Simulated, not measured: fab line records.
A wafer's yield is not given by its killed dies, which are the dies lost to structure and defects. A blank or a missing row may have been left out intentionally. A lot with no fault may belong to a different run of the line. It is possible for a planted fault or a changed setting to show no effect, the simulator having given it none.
Split-lot trial + flow n5-finfet + 7 lots, 39 wafers read, on a route of 1938 steps

== SPLIT DETAILS ==
At N5_DUMMY_GATE_ETCH_32 (etches SiO2 in CF4, target depth 3.5 nm, time 3.9 s), the setting time-s was moved away from the recipe's 3.9 s on 6 of the 39 wafers read, by -57.3% to -40.9%. The other wafers ran this setting at the recipe's value.

The split's own step is where the reading is taken.

== THE READING ==
etch.depth-nm (the simulator's own value, which no gauge read), in nm, at N5_DUMMY_GATE_ETCH_32 (etches SiO2 in CF4, target depth 3.5 nm, time 3.9 s). There is no usual value for it anywhere in the file. Across the 33 wafers here that went through the recipe, the average is 3.561 nm and the standard deviation 0.11 nm.

| wafer  | tool, chamber at the split | time-s as run, s | against the recipe | etch.depth-nm, nm | against lot-mates on the recipe |
|--------|----------------------------|------------------|--------------------|-------------------|---------------------------------|
| L080.1 | rie-si-01, 2               | 1.666            | -57.3%             | 1.517             | -2.036                          |
| L080.2 | rie-si-01, 0               | 1.666            | -57.3%             | 1.487             | -2.066                          |
| L080.3 | rie-si-01, 1               | 3.9              | recipe             | 3.555             | -                               |
| L080.4 | rie-si-01, 3               | 3.9              | recipe             | 3.505             | -                               |
| L080.5 | rie-si-01, 2               | 1.666            | -57.3%             | 1.53              | -2.023                          |
| L080.6 | rie-si-01, 1               | 3.9              | recipe             | 3.598             | -                               |
| L083.1 | rie-si-04, 1               | 3.9              | recipe             | 3.709             | -                               |
| L083.2 | rie-si-04, 2               | 3.9              | recipe             | 3.606             | -                               |
| L083.3 | rie-si-04, 3               | 3.9              | recipe             | 3.664             | -                               |
| L083.4 | rie-si-04, 0               | 3.9              | recipe             | 3.412             | -                               |
| L083.5 | rie-si-04, 2               | 3.9              | recipe             | 3.6               | -                               |
| L083.6 | rie-si-04, 1               | 3.9              | recipe             | 3.657             | -                               |
| L090.1 | rie-si-04, 0               | 3.9              | recipe             | 3.371             | -                               |
| L090.2 | rie-si-04, 2               | 3.9              | recipe             | 3.593             | -                               |
| L090.3 | rie-si-04, 1               | 3.9              | recipe             | 3.709             | -                               |
| L090.4 | rie-si-04, 2               | 3.9              | recipe             | 3.57              | -                               |
| L090.5 | rie-si-04, 1               | 3.9              | recipe             | 3.706             | -                               |
| L090.6 | rie-si-04, 0               | 3.9              | recipe             | 3.4               | -                               |
| L092.1 | rie-si-06, 1               | 2.306            | -40.9%             | 2.082             | -1.453                          |
| L092.2 | rie-si-06, 0               | 3.9              | recipe             | 3.525             | -                               |
| L092.3 | rie-si-06, 0               | 2.306            | -40.9%             | 2.075             | -1.460                          |
| L092.4 | rie-si-06, 1               | 3.9              | recipe             | 3.532             | -                               |
| L092.5 | rie-si-06, 0               | 2.306            | -40.9%             | 2.08              | -1.455                          |
| L092.6 | rie-si-06, 1               | 3.9              | recipe             | 3.547             | -                               |
| L094.1 | rie-si-04, 0               | 3.9              | recipe             | 3.368             | -                               |
| L094.2 | rie-si-04, 3               | 3.9              | recipe             | 3.632             | -                               |
| L094.3 | rie-si-04, 1               | 3.9              | recipe             | 3.676             | -                               |
| L094.4 | rie-si-04, 1               | 3.9              | recipe             | 3.653             | -                               |
| L094.5 | rie-si-04, 3               | 3.9              | recipe             | 3.616             | -                               |
| L094.6 | rie-si-04, 0               | 3.9              | recipe             | 3.349             | -                               |
| L095.1 | rie-si-04, 3               | 3.9              | recipe             | 3.632             | -                               |
| L095.2 | rie-si-04, 1               | 3.9              | recipe             | 3.691             | -                               |
| L095.3 | rie-si-04, 0               | 3.9              | recipe             | 3.391             | -                               |
| L095.4 | rie-si-04, 2               | 3.9              | recipe             | 3.599             | -                               |
| L095.5 | rie-si-04, 0               | 3.9              | recipe             | 3.375             | -                               |
| L095.6 | rie-si-04, 1               | 3.9              | recipe             | 3.697             | -                               |
| L096.1 | rie-si-04, 3               | 3.9              | recipe             | 3.593             | -                               |
| L096.2 | rie-si-04, 0               | 3.9              | recipe             | 3.386             | -                               |
| L096.3 | rie-si-04, 2               | 3.9              | recipe             | 3.581             | -                               |

FIT RESULTS
A straight line over all 39 wafers: etch.depth-nm changes by +0.0359 nm for each +1% of time-s; r = +0.99; the points scatter about the line by 0.11 nm.
The same after taking each lot's own level away (the mean of its wafers on the recipe; 39 wafers): +0.0356 nm for each +1%; r = +0.99; scatter 0.11 nm.
According to that fit, moving time-s by its largest amount changes the reading by 2 nm.
Across the lots, their own levels run from 3.5200 to 3.6080 nm, a range of 0.8 times the standard deviation given above.
So the lot-to-lot level changes the slope little: the two slopes agree.
Check: -2.04 nm against its lot-mates is what the line predicts for one of the wafers moved furthest among these (-57.3%) when that wafer is left out of the fit. It came out at -2.04 nm against them.

== THESE WAFERS: OTHER SPLITS ==
Other splits were also applied to these wafers ahead of the reading. Each is held against what the fit with the lots' levels taken away leaves over:
| other split on the same wafers        | wafers away from the commonest value | r with etch.depth-nm (lot level and that fit taken away) |
|---------------------------------------|--------------------------------------|----------------------------------------------------------|
| N5_FIN_SAQP_SPACER1_ALD_24 ald-cycles | 15                                   | -0.01                                                    |

== THE FILE'S OWN FIT ==
etch.depth-nm changes by +0.0356 nm for each +1% of time-s, r = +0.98.
